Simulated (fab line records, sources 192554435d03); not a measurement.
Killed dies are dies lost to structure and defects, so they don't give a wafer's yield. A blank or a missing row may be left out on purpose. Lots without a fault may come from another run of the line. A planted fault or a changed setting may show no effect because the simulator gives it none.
Chamber matching | flow n5_finfet | N5_BEOL_M5_CURE_80 on uv_cure-03: 3 sister chambers
The step cures SiCOH lowk, time 120 s. 3 wafers are shown with their chamber, then 12 later ones without.

WAFERS WITH THEIR CHAMBER
wafer  | chamber | wafer_temp_C_max
L085.5 | 0       | 372.0
L086.6 | 2       | 372.3
L088.6 | 1       | 371.2

WAFERS WITHOUT THEIR CHAMBER
wafer  | wafer_temp_C_max
L090.3 | 371.4
L090.4 | 372.6
L090.6 | 372.6
L091.2 | 371.5
L091.4 | 371.4
L091.6 | 371.8
L095.2 | 372.3
L095.3 | 371.4
L095.4 | 371.3
L097.1 | 371.8
L097.2 | 371.2
L097.3 | 371.5

WHICH CHAMBER EACH WENT THROUGH
wafer  | from the rows above          | in truth
L090.3 | can't be placed: 1 or 0      | 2
L090.4 | can't be placed: 2 or 0      | 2
L090.6 | can't be placed: 2 or 0      | 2
L091.2 | can't be placed: 1 or 0      | 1
L091.4 | can't be placed: 1 or 0      | 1
L091.6 | can't be placed: 0 or 2 or 1 | 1
L095.2 | can't be placed: 2 or 0      | 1
L095.3 | can't be placed: 1 or 0      | 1
L095.4 | 1                            | 1
L097.1 | can't be placed: 0 or 2 or 1 | 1
L097.2 | 1                            | 1
L097.3 | can't be placed: 1 or 0      | 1
Placed correctly: 2 of 12. Can't be placed from these rows: 10 (the true chamber is among the candidates in 8). Placed wrongly: 0.
How it was worked out, from the rows above alone: a wafer's distance from a chamber is the root of the sum, over the readings, of the square of ((its reading less the chamber's mean) divided by the reading's scatter). The wafer belongs to the nearest chamber; if the next one is less than 2 further off, it can't be placed. A chamber's mean is the mean of its shown wafers. The scatter: with one shown wafer a chamber, the root of the mean of the squares of how far each hidden wafer lies from its nearest shown one.
